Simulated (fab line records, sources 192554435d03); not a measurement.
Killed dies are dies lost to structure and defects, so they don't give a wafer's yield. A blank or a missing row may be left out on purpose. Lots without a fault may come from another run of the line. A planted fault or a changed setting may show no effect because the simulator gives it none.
fab line records | flow n5_finfet
record lots=4 wafers=12 last_day=18
route steps=1938 shown WELL_APT@21 PMOS_HMC_CHANNEL_EPI@57 BEOL_M4@1111 PASSIVATION@1936
lots that met no fault: from a run of the same line without faults
start_h: hours from the record's first day to the start of the lot's first wafer shown | wait_h: hours since the lot's step before | " the same as in the row above | L1.1+2: a row that stands for several wafers | - no value, or no start given | * or withheld: withheld | < > ~ a bound
route shown NAME@n: a module of which the file shows steps, and the number in the route of the first | usual: mean/standard deviation of fault-free wafers | same: alike in all rows | chamber/n: place in a boat | sites: the reading at each site | _std_site: their standard deviation | _edge_site: outer sites' mean less inner sites' | radius_mm: how far each site lies from the wafer's centre | mask NAME#n: copy n | behind: the tool/chamber that last shaped the wafer | hold: why the lot was held/for how many hours/how that ended | device: the transistor (n, p or np) that didn't switch | end of line: the same wafers' tests at the end of the route | a step without rows: its recipe alone | killed: dies lost to structure and defects at the first sort, not the wafer's yield | map: a wafer's dies, x killed, . not, _ none there
set.NAME: the setting as run; set.NAME@STEP: as run at that earlier step | model.NAME: the simulator's own value behind a step, which no gauge read
lots at some steps of the route; a table a step, a row a wafer
services: from which hour (start_h, from the record's first day; less than 0 if before it) a tool's chamber was out of use, for how many hours, and why
## steps
# step N5_WELL_APT_COAT_02
# recipe spin_rpm=1357 resist_thk_nm=950
# step N5_WELL_APT_EBR_04
# recipe solvent=PGMEA ebr_width_mm=1.5
# step N5_WELL_APT_SOFTBAKE_03
# recipe temp_c=130 time_s=60
# step N5_WELL_APT_EXPOSE_05
# recipe mask_id=NWELL na=0.8 source_shape=conventional sigma_outer=0.8 polarization=unpolarized defocus_nm=0 target_cd_nm=200 dose_mj=20.3
# step N5_WELL_APT_PEB_06
# recipe peb_temp_c=130 peb_time_s=90
# step N5_WELL_APT_DEVELOP_07
# recipe develop_time_s=45 rinse_liquid=surfactant_rinse dry=air_spin dev_temp_c=21
# step N5_WELL_APT_HARDBAKE_12
# recipe temp_c=130 time_s=120
# step N5_WELL_APT_DESCUM_13
# recipe chemistry=O2 time_s=7.9 source_power_w=50 bias_power_w=20 pressure_mtorr=20 rf_frequency_hz=2.712e+07 temp_c=40 o2_flow_sccm=225
# step N5_WELL_APT_IMPLANT_14
# recipe species=P energy_kev=160 dose_cm2=1.5e+13 tilt_deg=0 rotation_deg=0
# step N5_WELL_APT_IMPLANT_15
# recipe species=As energy_kev=25 dose_cm2=1.5e+13 tilt_deg=0 rotation_deg=0
# usual dose_ions_cm2=1.5e+13/1.5e+10 faraday_current_uA=190/3.8
# columns lot.wafer tool chamber start_h wait_h dose_ions_cm2 faraday_current_uA
L412.3 implanter-02 0 44.27 0.1 1.5005e+13 187
L412.4 " 0 " " 1.5007e+13 196
L412.5 " 0 " " 1.5008e+13 185
L422.1 implanter-02 0 104.53 0.1 1.0884e+13 141
L422.2 " 0 " " 1.0911e+13 140
L422.4 " 0 " " 1.0922e+13 139
L424.1 implanter-02 0 116.18 0.1 1.0911e+13 140
L424.4 " 0 " " 1.0893e+13 146
L424.5 " 0 " " 1.0897e+13 136
L430.2 implanter-01 0 152.40 0.1 1.5003e+13 199
L430.3 " 0 " " 1.4984e+13 185
L430.6 " 0 " " 1.4988e+13 197
# step N5_WELL_APT_STRIP_16
# recipe chemistry=SPM time_s=900 temp_c=130 h2so4_h2o2_vol_ratio=4 dry=ipa_marangoni
# step N5_WELL_APT_HMDS_18
# recipe time_s=60 temp_c=120
# step N5_WELL_APT_COAT_19
# recipe spin_rpm=1357 resist_thk_nm=950
# step N5_WELL_APT_EBR_21
# recipe solvent=PGMEA ebr_width_mm=1.5
# step N5_WELL_APT_SOFTBAKE_20
# recipe temp_c=130 time_s=60
# step N5_WELL_APT_EXPOSE_22
# recipe mask_id=PWELL na=0.8 source_shape=conventional sigma_outer=0.8 polarization=unpolarized defocus_nm=0 target_cd_nm=200 dose_mj=23.2
# step N5_WELL_APT_PEB_23
# recipe peb_temp_c=130 peb_time_s=90
# step N5_WELL_APT_DEVELOP_24
# recipe develop_time_s=45 rinse_liquid=surfactant_rinse dry=air_spin dev_temp_c=21
# step N5_WELL_APT_HARDBAKE_29
# recipe temp_c=130 time_s=120
# step N5_WELL_APT_DESCUM_30
# recipe chemistry=O2 time_s=7.9 source_power_w=50 bias_power_w=20 pressure_mtorr=20 rf_frequency_hz=2.712e+07 temp_c=40 o2_flow_sccm=225
# step N5_WELL_APT_IMPLANT_31
# recipe species=B energy_kev=60 dose_cm2=1.5e+13 tilt_deg=0 rotation_deg=0
# step N5_WELL_APT_IMPLANT_32
# recipe species=BF2 energy_kev=50 dose_cm2=2e+13 tilt_deg=0 rotation_deg=0
# step N5_WELL_APT_STRIP_33
# recipe chemistry=SPM time_s=900 temp_c=130 h2so4_h2o2_vol_ratio=4 dry=ipa_marangoni
# step N5_WELL_APT_RTA_34
# recipe temp_c=1000 time_s=10 ambient=N2 idle_temp_c=600 ramp_up_c_per_s=150 ramp_down_c_per_s=60 cool_to_c=600
# step N5_WELL_APT_OXIDE_STRIP_42
# recipe chemistry=dHF dilution=25:1 time_s=45 temp_c=25 target=SiO2 target_depth_a=120
# step N5_WELL_APT_PRECLEAN_36
# recipe chemistry=O3/DIW time_s=45 temp_c=22 o3_ppm=10
# step N5_WELL_APT_PRECLEAN_39
# recipe chemistry=dHF time_s=60 dilution=150:1 temp_c=25
# step N5_WELL_APT_SRD_37
# recipe dry=ipa_marangoni do_ppb=5 time_s=30 temp_c=23 rinse_liquid=diw
# step N5_WELL_APT_EPI_41
# recipe material=Si target_thk_a=500 temp_c=650 precursor=SiH4/H2 pressure_torr=20 time_s=297.7
# step N5_PMOS_HMC_CHANNEL_EPI_HM_DEP_34
# recipe material=SiO2 target_thk_a=360 temp_c=400 precursor=TEOS/O2 pressure_torr=6.5 rf_w=900 teos_flow_sccm=161.4 gas=O2 flow_sccm=2650 time_s=6.9
# step N5_PMOS_HMC_CHANNEL_EPI_COAT_31
# recipe resist=BARC temp_c=205 time_s=60 spin_rpm=1500 resist_thk_nm=66
# step N5_PMOS_HMC_CHANNEL_EPI_COAT_03
# recipe resist=CAR-ArF-block spin_rpm=1500 resist_thk_nm=205
# step N5_PMOS_HMC_CHANNEL_EPI_EBR_05
# recipe solvent=PGMEA ebr_width_mm=1.5
# step N5_PMOS_HMC_CHANNEL_EPI_SOFTBAKE_04
# recipe temp_c=110 time_s=60 resist=CAR-ArF-block
# step N5_PMOS_HMC_CHANNEL_EPI_EXPOSE_06
# recipe mask_id=PMOS_HMC_BLK na=1.35 source_shape=conventional sigma_outer=0.8 polarization=unpolarized target_cd_nm=240 dose_mj=41
# step N5_BEOL_M4_RC_MEAS_101
# usual CJ_P=5.85/0.16 DIBL_N=35.8/1.8 DIBL_P=35.9/2.2 IOFF_N=0.16/0.035 IOFF_P=0.21/0.04 ION_N=672/11 ION_P=461/7.4 SS_N=71.4/0.64 SS_P=73.2/0.67 VT_N=250/3.5 VT_P=-251/3.4
# columns lot.wafer tool chamber start_h wait_h CJ_P DIBL_N[mV/V] DIBL_P[mV/V] IOFF_N[nA/um] IOFF_P[nA/um] ION_N[uA/um] ION_P[uA/um] SS_N[mV/dec] SS_P[mV/dec] VT_N[mV] VT_P[mV]
L412.3 prober-01 0 200.82 0.3 5.84 33.9 34.2 0.12 0.18 660 460 71.9 73.0 252 -252
L412.4 " 0 " " 6.12 36.0 35.9 0.15 0.20 662 455 72.1 73.7 253 -251
L412.5 " 0 " " 6.05 33.7 33.1 0.12 0.16 644 446 71.0 72.1 255 -252
L424.1 prober-01 0 273.36 0.0 4.98 35.3 34.5 0.14 0.15 674 448 70.9 72.8 252 -258
L424.4 " 0 " " 4.97 35.0 34.4 0.13 0.15 663 447 70.7 72.7 256 -260
L424.5 " 0 " " 5.14 33.5 33.0 0.11 0.13 656 445 70.4 73.2 256 -258
L422.1 prober-02 0 277.06 0.0 5.05 36.2 36.2 0.17 0.25 686 475 71.5 72.7 247 -245
L422.2 " 0 " " 5.08 38.5 39.3 0.22 0.32 691 480 71.3 74.1 244 -242
L422.4 " 0 " " 5.27 36.6 37.3 0.18 0.29 687 476 71.2 73.2 246 -244
L430.2 prober-02 0 311.90 0.2 5.89 34.7 34.3 0.12 0.19 668 464 71.0 72.5 252 -254
L430.3 " 0 " " 5.74 34.1 33.1 0.11 0.17 656 458 71.3 72.1 254 -255
L430.6 " 0 " " 5.91 32.9 32.5 0.10 0.17 659 462 70.3 72.9 254 -253
# step N5_PASSIVATION_PROBE_49
# usual defect_limited_yield=91.0/1.5 killed_at_M0_to_M3=34/9.1 killed_at_M4_up=14/5.7 killed_at_contacts=13/5.7 killed_at_front_end=42/12 killed_at_other=4/3.4 killed_dies=106/17 killed_open=70/13 killed_short=34/7.5 sort_bin_5_function=5.2/0.94 sort_bin_6_memory=3.4/0.69 sort_n_pass=1074/17 sort_yield_pct=91.0/1.5
# same gross_dies=1180 killed_at_back_side=0 sort_bin_4_leakage[%]=0 sort_bin_8_speed[%]=0
# columns lot.wafer tool chamber start_h wait_h defect_limited_yield[%] killed_at_M0_to_M3 killed_at_M4_up killed_at_contacts killed_at_front_end killed_at_other killed_dies killed_open killed_short sort_bin_5_function[%] sort_bin_6_memory[%] sort_n_pass sort_yield_pct[%]
L412.3 prober-01 - 299.60 0.1 89.7 36 9 20 47 10 122 84 34 6.3 3.6 1058 89.7
L412.4 prober-01 - 299.65 0.2 89.6 43 16 16 44 4 123 84 38 5.8 4.2 1057 89.6
L412.5 prober-01 - 299.70 0.2 91.5 32 10 14 40 4 100 59 33 5.0 2.6 1080 91.5
L424.1 prober-01 - 368.38 0.0 90.1 29 5 18 62 3 117 72 44 5.7 4.0 1063 90.1
L424.4 prober-01 - 368.53 0.2 89.0 43 17 16 52 2 130 78 44 6.4 3.5 1050 89.0
L424.5 prober-01 - 368.58 0.2 92.4 27 13 9 36 5 90 56 33 4.5 2.6 1090 92.4
# killed by level:class
L412.3 MOL_CONTACT_COAG:geometric_particle:open=15 STI_FIN_REVEAL:geometric_particle:open=12 BEOL_M1:geometric_particle:open=8 BEOL_M3:geometric_particle:open=8 FIN_SAQP:geometric_particle:short=7 FIN_SAQP:geometric_particle:open=5 MOL_CONTACT_COAG:geometric_particle:short=5 BEOL_M0:geometric_particle:open=5
L412.4 MOL_CONTACT_COAG:geometric_particle:open=15 FIN_SAQP:geometric_particle:short=12 BEOL_M1:geometric_particle:open=11 BEOL_M3:geometric_particle:open=10 FIN_SAQP:geometric_particle:open=9 BEOL_M0_SAQP:geometric_particle:open=8 DUMMY_GATE:geometric_particle:open=5 BEOL_M0_SAQP:geometric_particle:short=5
L412.5 MOL_CONTACT_COAG:geometric_particle:open=11 BEOL_M0_SAQP:geometric_particle:short=8 HKMG_FIN:area_etch=7 FIN_SAQP:geometric_particle:open=6 STI_FIN_REVEAL:geometric_particle:open=6 BEOL_M0_SAQP:geometric_particle:open=6 FIN_SAQP:geometric_particle:short=5 GATE_CUT:geometric_particle:open=5
L424.1 STI_FIN_REVEAL:geometric_particle:open=14 MOL_CONTACT_COAG:geometric_particle:open=12 FIN_SAQP:geometric_particle:short=7 BEOL_M0_SAQP:geometric_particle:short=7 GATE_CUT:geometric_particle:short=6 MOL_CONTACT_COAG:geometric_particle:short=6 BEOL_M0_SAQP:geometric_particle:open=5 BEOL_M3:geometric_particle:open=5
L424.4 MOL_CONTACT_COAG:geometric_particle:open=13 BEOL_M3:geometric_particle:open=11 BEOL_M0_SAQP:geometric_particle:open=10 FIN_SAQP:geometric_particle:short=9 STI_FIN_REVEAL:geometric_particle:open=7 GATE_CUT:geometric_particle:short=6 BEOL_M0_SAQP:geometric_particle:short=6 HKMG_FIN:area_etch=6
L424.5 FIN_SAQP:geometric_particle:open=8 BEOL_M0_SAQP:geometric_particle:short=8 GATE_CUT:geometric_particle:short=7 MOL_CONTACT_COAG:geometric_particle:open=6 BEOL_M0_SAQP:geometric_particle:open=5 STI_FIN_REVEAL:geometric_particle:open=4 BEOL_M5:geometric_particle:open=4 DUMMY_GATE:geometric_particle:open=3
## services
# columns tool chamber start_h hours kind
implanter-01 - 23.86 3.0 repair
implanter-02 - 36.00 2.2 repair
implanter-01 - 52.76 5.0 repair
## key
first_sign step=N5_WELL_APT_IMPLANT_15 reading=dose_ions_cm2 direction=down sigmas=99+ usual=1.5e+13 struck=1.0903e+13
effect step=N5_WELL_APT_IMPLANT_15 reading=faraday_current_uA direction=down sigmas=13 usual=190 struck=140
effect step=N5_BEOL_M4_RC_MEAS_101 reading=CJ_P direction=down sigmas=4.8 usual=5.85 struck=5.08
met_at N5_WELL_APT_IMPLANT_15
struck_wafers L422.1,L422.2,L422.4,L424.1,L424.4,L424.5
onset_between 44.27 104.53
fault kind=process_parameter_drift tool=implanter-02 chamber=- onset_h=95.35 steps=N5_WELL_APT_IMPLANT_15 channel=dose_cm2 offset=-4.0936e+12 shape=step end_h=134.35 acts_in=these_recipes_only stated=1.5e+13
